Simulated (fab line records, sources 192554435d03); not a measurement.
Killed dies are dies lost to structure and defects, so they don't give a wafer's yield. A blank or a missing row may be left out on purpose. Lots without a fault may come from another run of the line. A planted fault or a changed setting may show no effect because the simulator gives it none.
Which tool did it? | flow n5_finfet | 24 lots, 72 wafers sampled, at 5 steps of a route of 1938

WHAT THE GAUGES READ, wafer by wafer
N5_MIM_TOP_LITHO_OVL_MEAS_11.
lot  | measured     | on         | MIM_TOP_OVL (nm)
L074 | day 11 14:20 | overlay-01 | 6 11 6
L075 | day 11 14:42 | overlay-01 | 9 11 4
L076 | day 12 12:05 | overlay-01 | -3 -6 -3
L077 | day 12 14:32 | overlay-02 | 1 5 1
L078 | day 12 17:57 | overlay-02 | 3 -5 -2
L081 | day 13 07:57 | overlay-02 | -1 6 6
L079 | day 13 11:53 | overlay-01 | 3 -4 -2
L080 | day 13 14:33 | overlay-01 | 4 3 6
L082 | day 14 03:47 | overlay-02 | 3 6 5
L083 | day 14 13:31 | overlay-01 | 4 0 9
L084 | day 14 14:35 | overlay-01 | -2 -1 -3
L085 | day 15 00:47 | overlay-01 | 10 6 7
L086 | day 15 03:17 | overlay-01 | 0 8 -4
L088 | day 15 04:55 | overlay-02 | 5 10 1
L087 | day 15 09:08 | overlay-01 | -3 0 8
L089 | day 15 13:34 | overlay-02 | 7 3 -1
L091 | day 15 20:34 | overlay-02 | 6 13 18
L090 | day 16 02:13 | overlay-02 | -1 -2 -10
L093 | day 16 18:46 | overlay-02 | 1 6 -2
L092 | day 17 00:10 | overlay-01 | 5 8 3
L095 | day 17 06:39 | overlay-01 | -6 -1 -6
L094 | day 17 06:49 | overlay-01 | 4 9 8
L097 | day 17 07:05 | overlay-02 | 3 2 4
L096 | day 17 07:15 | overlay-02 | -2 1 3

WHICH TOOL RAN EACH LOT (tool, then ch and the chambers of the sampled wafers, then the start)
lot  | N5_BEOL_M15_ETCH_38                           | N5_BEOL_M15_SPUTTER_43       | N5_MIM_TOP_ALD_01                           | N5_MIM_TOP_ALD_02
L074 | rie_diel-02 ch 2,3, day 11 09:04 or earlier   | pvd_sputter-01, day 11 09:04 | ald_hk-01 ch 0,1,2, day 11 14:20 or earlier | ald_hk-01 ch 0,1,2, day 11 14:20 or earlier
L075 | rie_diel-05 ch 1,2, day 11 10:48 or earlier   | pvd_sputter-03, day 11 10:48 | ald_hk-03 ch 0,1,2, day 11 14:42 or earlier | ald_hk-03 ch 0,1,2, day 11 14:42 or earlier
L076 | rie_diel-04 ch 0,2,3, day 12 05:19 or earlier | pvd_sputter-03, day 12 05:19 | ald_hk-02 ch 0,1, day 12 12:05 or earlier   | ald_hk-02 ch 0,1, day 12 12:05 or earlier
L077 | rie_diel-05 ch 1,2,3, day 12 05:38 or earlier | pvd_sputter-03, day 12 05:38 | ald_hk-01 ch 0,1,3, day 12 14:32 or earlier | ald_hk-01 ch 0,1,3, day 12 14:32 or earlier
L078 | rie_diel-02 ch 1,2, day 12 11:20 or earlier   | pvd_sputter-03, day 12 11:20 | ald_hk-03 ch 0,1,3, day 12 17:57 or earlier | ald_hk-03 ch 0,1,3, day 12 17:57 or earlier
L081 | rie_diel-05 ch 0,2,3, day 13 03:16 or earlier | pvd_sputter-02, day 13 03:16 | ald_hk-01 ch 0,2,3, day 13 07:57 or earlier | ald_hk-01 ch 0,2,3, day 13 07:57 or earlier
L079 | rie_diel-02 ch 1,2, day 13 03:35 or earlier   | pvd_sputter-01, day 13 03:35 | ald_hk-03 ch 2,3, day 13 11:53 or earlier   | ald_hk-03 ch 2,3, day 13 11:53 or earlier
L080 | rie_diel-04 ch 0,1,2, day 13 10:11 or earlier | pvd_sputter-03, day 13 10:11 | ald_hk-02 ch 0,1,2, day 13 14:33 or earlier | ald_hk-02 ch 0,1,2, day 13 14:33 or earlier
L082 | rie_diel-05 ch 0,1,2, day 13 17:27 or earlier | pvd_sputter-01, day 13 17:27 | ald_hk-03 ch 0,1,3, day 14 03:47 or earlier | ald_hk-03 ch 0,1,3, day 14 03:47 or earlier
L083 | rie_diel-04 ch 2,3, day 14 06:53 or earlier   | pvd_sputter-01, day 14 06:53 | ald_hk-02 ch 2,3, day 14 13:31 or earlier   | ald_hk-02 ch 2,3, day 14 13:31 or earlier
L084 | rie_diel-05 ch 1,2, day 14 10:38 or earlier   | pvd_sputter-02, day 14 10:38 | ald_hk-03 ch 0,3, day 14 14:35 or earlier   | ald_hk-03 ch 0,3, day 14 14:35 or earlier
L085 | rie_diel-04 ch 0,1,3, day 14 20:45 or earlier | pvd_sputter-01, day 14 20:45 | ald_hk-02 ch 0,2,3, day 15 00:47 or earlier | ald_hk-02 ch 0,2,3, day 15 00:47 or earlier
L086 | rie_diel-04 ch 1,3, day 14 21:09 or earlier   | pvd_sputter-01, day 14 21:09 | ald_hk-03 ch 1,2,3, day 15 03:17 or earlier | ald_hk-03 ch 1,2,3, day 15 03:17 or earlier
L088 | rie_diel-04 ch 0,1,3, day 14 23:46 or earlier | pvd_sputter-02, day 14 23:46 | ald_hk-01 ch 1,3, day 15 04:55 or earlier   | ald_hk-01 ch 1,3, day 15 04:55 or earlier
L087 | rie_diel-04 ch 0,2,3, day 15 05:10 or earlier | pvd_sputter-01, day 15 05:10 | ald_hk-01 ch 1,2,3, day 15 09:08 or earlier | ald_hk-01 ch 1,2,3, day 15 09:08 or earlier
L089 | rie_diel-05 ch 0,1,3, day 15 08:35 or earlier | pvd_sputter-03, day 15 08:35 | ald_hk-03 ch 2,3, day 15 13:34 or earlier   | ald_hk-03 ch 2,3, day 15 13:34 or earlier
L091 | rie_diel-05 ch 0,2,3, day 15 14:02 or earlier | pvd_sputter-01, day 15 14:02 | ald_hk-03 ch 0,1,3, day 15 20:34 or earlier | ald_hk-03 ch 0,1,3, day 15 20:34 or earlier
L090 | rie_diel-05 ch 0,1, day 15 20:43 or earlier   | pvd_sputter-01, day 15 20:43 | ald_hk-03 ch 1,2,3, day 16 02:13 or earlier | ald_hk-03 ch 1,2,3, day 16 02:13 or earlier
L093 | rie_diel-05 ch 1,2,3, day 16 13:29 or earlier | pvd_sputter-02, day 16 13:29 | ald_hk-01 ch 0,2,3, day 16 18:46 or earlier | ald_hk-01 ch 0,2,3, day 16 18:46 or earlier
L092 | rie_diel-04 ch 0,1,3, day 16 19:20 or earlier | pvd_sputter-02, day 16 19:20 | ald_hk-01 ch 0,1,3, day 17 00:10 or earlier | ald_hk-01 ch 0,1,3, day 17 00:10 or earlier
L095 | rie_diel-05 ch 1,2,3, day 17 00:20 or earlier | pvd_sputter-01, day 17 00:20 | ald_hk-03 ch 0,1,2, day 17 06:39 or earlier | ald_hk-03 ch 0,1,2, day 17 06:39 or earlier
L094 | rie_diel-02 ch 1,3, day 17 00:21 or earlier   | pvd_sputter-02, day 17 00:21 | ald_hk-02 ch 1,2, day 17 06:49 or earlier   | ald_hk-02 ch 1,2, day 17 06:49 or earlier
L097 | rie_diel-05 ch 0,2, day 17 00:40 or earlier   | pvd_sputter-01, day 17 00:40 | ald_hk-01 ch 0,1,2, day 17 07:05 or earlier | ald_hk-01 ch 0,1,2, day 17 07:05 or earlier
L096 | rie_diel-02 ch 0,2,3, day 17 00:42 or earlier | pvd_sputter-03, day 17 00:42 | ald_hk-03 ch 0,2,3, day 17 07:15 or earlier | ald_hk-03 ch 0,2,3, day 17 07:15 or earlier
- N5_BEOL_M15_ETCH_38: etches SiCN in CF4/N2, target depth 106.4 nm, time 120.5 s.
- N5_BEOL_M15_SPUTTER_43: material TaN, target thk 15 nm, time 24.19 s.
- N5_MIM_TOP_ALD_01: deposits HfO2, target thk 5.6 nm, pulse time 1 s, purge time 3 s.
- N5_MIM_TOP_ALD_02: deposits Al2O3, purge time 3 s, co reactant pulse time 3 s.

WHAT THE TOOLS THEMSELVES READ (means of the sampled wafers that have a number; where no wafer has one, the mark that the record gives instead)
N5_BEOL_M15_ETCH_38.
lot  | tool        | cf4_flow_sccm (sccm) | drypump_motor_current_A (A) | oes_product_au (a.u.) | rf_vpp_V (V) | showerhead_plenum_p_Torr (Torr) | throttle_valve_pct (%)
L074 | rie_diel-02 | 60.07                | 5.9                         | 0.71                  | 381.3        | 2.19                            | 15.84
L075 | rie_diel-05 | 60.04                | 5.8                         | 0.82                  | 380.5        | 2.18                            | 15.34
L076 | rie_diel-04 | 59.97                | 5.4                         | 0.84                  | 382.6        | 2.21                            | 15.26
L077 | rie_diel-05 | 59.98                | 5.8                         | 0.78                  | 382.9        | 2.22                            | 15.56
L078 | rie_diel-02 | 59.92                | 6.1                         | 0.80                  | 383.7        | 2.25                            | 15.66
L081 | rie_diel-05 | 60.05                | 5.6                         | 0.75                  | 382.7        | 2.24                            | 15.77
L079 | rie_diel-02 | 60.02                | 6.1                         | 0.79                  | 383.0        | 2.25                            | 15.66
L080 | rie_diel-04 | 59.91                | 5.7                         | 0.83                  | 382.7        | 2.20                            | 15.36
L082 | rie_diel-05 | 60.03                | 5.6                         | 0.78                  | 382.1        | 2.19                            | 15.57
L083 | rie_diel-04 | 59.83                | 5.4                         | 0.86                  | 382.2        | 2.24                            | 15.22
L084 | rie_diel-05 | 59.92                | 5.9                         | 0.79                  | 381.1        | 2.17                            | 15.40
L085 | rie_diel-04 | 60.14                | 5.8                         | 0.82                  | 381.6        | 2.19                            | 15.42
L086 | rie_diel-04 | 60.02                | 6.1                         | 0.83                  | 384.1        | 2.22                            | 15.43
L088 | rie_diel-04 | 59.89                | 5.8                         | 0.80                  | 382.1        | 2.19                            | 15.42
L087 | rie_diel-04 | 59.83                | 5.4                         | 0.82                  | 381.7        | 2.20                            | 15.29
L089 | rie_diel-05 | 59.97                | 5.5                         | 0.75                  | 382.5        | 2.21                            | 15.72
L091 | rie_diel-05 | 60.05                | 5.6                         | 0.74                  | 383.6        | 2.23                            | 15.81
L090 | rie_diel-05 | 59.90                | 5.5                         | 0.77                  | 381.6        | 2.17                            | 15.53
L093 | rie_diel-05 | 59.95                | 5.9                         | 0.74                  | 382.7        | 2.21                            | 15.63
L092 | rie_diel-04 | 59.94                | 5.7                         | 0.80                  | 381.8        | 2.18                            | 15.44
L095 | rie_diel-05 | 60.00                | 5.9                         | 0.74                  | 382.5        | 2.21                            | 15.64
L094 | rie_diel-02 | 60.05                | 5.9                         | 0.91                  | 382.9        | 2.21                            | 15.34
L097 | rie_diel-05 | 60.08                | 5.6                         | 0.74                  | 382.4        | 2.20                            | 15.70
L096 | rie_diel-02 | 59.99                | 5.9                         | 0.83                  | 381.2        | 2.19                            | 15.55

N5_BEOL_M15_SPUTTER_43.
lot  | tool           | susceptor_temp_C (C) | throttle_valve_pct (%)
L074 | pvd_sputter-01 | 50.02                | 31.8
L075 | pvd_sputter-03 | 49.94                | 29.5
L076 | pvd_sputter-03 | 49.98                | 30.4
L077 | pvd_sputter-03 | 50.19                | 29.8
L078 | pvd_sputter-03 | 50.06                | 29.9
L081 | pvd_sputter-02 | 50.10                | 29.2
L079 | pvd_sputter-01 | 50.11                | 31.5
L080 | pvd_sputter-03 | 50.15                | 30.1
L082 | pvd_sputter-01 | 49.99                | 31.7
L083 | pvd_sputter-01 | 49.95                | 31.4
L084 | pvd_sputter-02 | 50.01                | 29.1
L085 | pvd_sputter-01 | 49.84                | 31.9
L086 | pvd_sputter-01 | 49.89                | 31.8
L088 | pvd_sputter-02 | 49.99                | 28.8
L087 | pvd_sputter-01 | 50.09                | 31.9
L089 | pvd_sputter-03 | 49.96                | 29.8
L091 | pvd_sputter-01 | 50.02                | 31.6
L090 | pvd_sputter-01 | 50.08                | 31.2
L093 | pvd_sputter-02 | 49.90                | 28.9
L092 | pvd_sputter-02 | 50.10                | 28.9
L095 | pvd_sputter-01 | 50.04                | 31.5
L094 | pvd_sputter-02 | 49.93                | 29.4
L097 | pvd_sputter-01 | 49.88                | 31.8
L096 | pvd_sputter-03 | 49.94                | 30.0

N5_MIM_TOP_ALD_01.
lot  | tool      | precursor_pulse_height_rel
L074 | ald_hk-01 | 1.006
L075 | ald_hk-03 | 1.018
L076 | ald_hk-02 | 0.995
L077 | ald_hk-01 | 1.001
L078 | ald_hk-03 | 0.997
L081 | ald_hk-01 | 1.008
L079 | ald_hk-03 | 1.011
L080 | ald_hk-02 | 0.998
L082 | ald_hk-03 | 0.982
L083 | ald_hk-02 | 0.990
L084 | ald_hk-03 | 1.007
L085 | ald_hk-02 | 1.019
L086 | ald_hk-03 | 0.991
L088 | ald_hk-01 | 1.014
L087 | ald_hk-01 | 0.990
L089 | ald_hk-03 | 1.000
L091 | ald_hk-03 | 0.997
L090 | ald_hk-03 | 1.004
L093 | ald_hk-01 | 1.000
L092 | ald_hk-01 | 1.017
L095 | ald_hk-03 | 0.989
L094 | ald_hk-02 | 1.007
L097 | ald_hk-01 | 1.001
L096 | ald_hk-03 | 0.986

N5_MIM_TOP_ALD_02.
lot  | tool      | precursor_pulse_height_rel
L074 | ald_hk-01 | 0.990
L075 | ald_hk-03 | 1.005
L076 | ald_hk-02 | 1.003
L077 | ald_hk-01 | 0.996
L078 | ald_hk-03 | 1.000
L081 | ald_hk-01 | 0.992
L079 | ald_hk-03 | 0.993
L080 | ald_hk-02 | 1.002
L082 | ald_hk-03 | 1.004
L083 | ald_hk-02 | 1.009
L084 | ald_hk-03 | 0.986
L085 | ald_hk-02 | 1.009
L086 | ald_hk-03 | 1.006
L088 | ald_hk-01 | 0.988
L087 | ald_hk-01 | 0.999
L089 | ald_hk-03 | 1.011
L091 | ald_hk-03 | 0.998
L090 | ald_hk-03 | 0.987
L093 | ald_hk-01 | 1.011
L092 | ald_hk-01 | 1.011
L095 | ald_hk-03 | 1.004
L094 | ald_hk-02 | 0.995
L097 | ald_hk-01 | 0.988
L096 | ald_hk-03 | 1.004

THE ANSWER, worked out from the rows above alone
Rule: what is usual is taken from the lots themselves. Put in order of their means at a reading, lots are off if they are a third of the lots or fewer, leave a main group of 4 or more, and stand apart from it by a gap of 3 or more times the standard deviation of the main group's means; of several such gaps the widest counts. A main group whose means are all the same, to the digits that the tables above print for the reading, isn't used. A lot without any number at a reading at which 4 lots or more have one is off too. The other lots that the step has rows for count as sound. The gauges are gone through in route order, then the tools' own readings, and for those a lot's mean is taken as printed above. The first step at which some lot is off is used, and at that step the reading that is off furthest; a lot without a number counts as furthest.
No lot is off at any reading shown: from this, nothing can be told.

WHAT THE SIMULATOR HAD PUT IN
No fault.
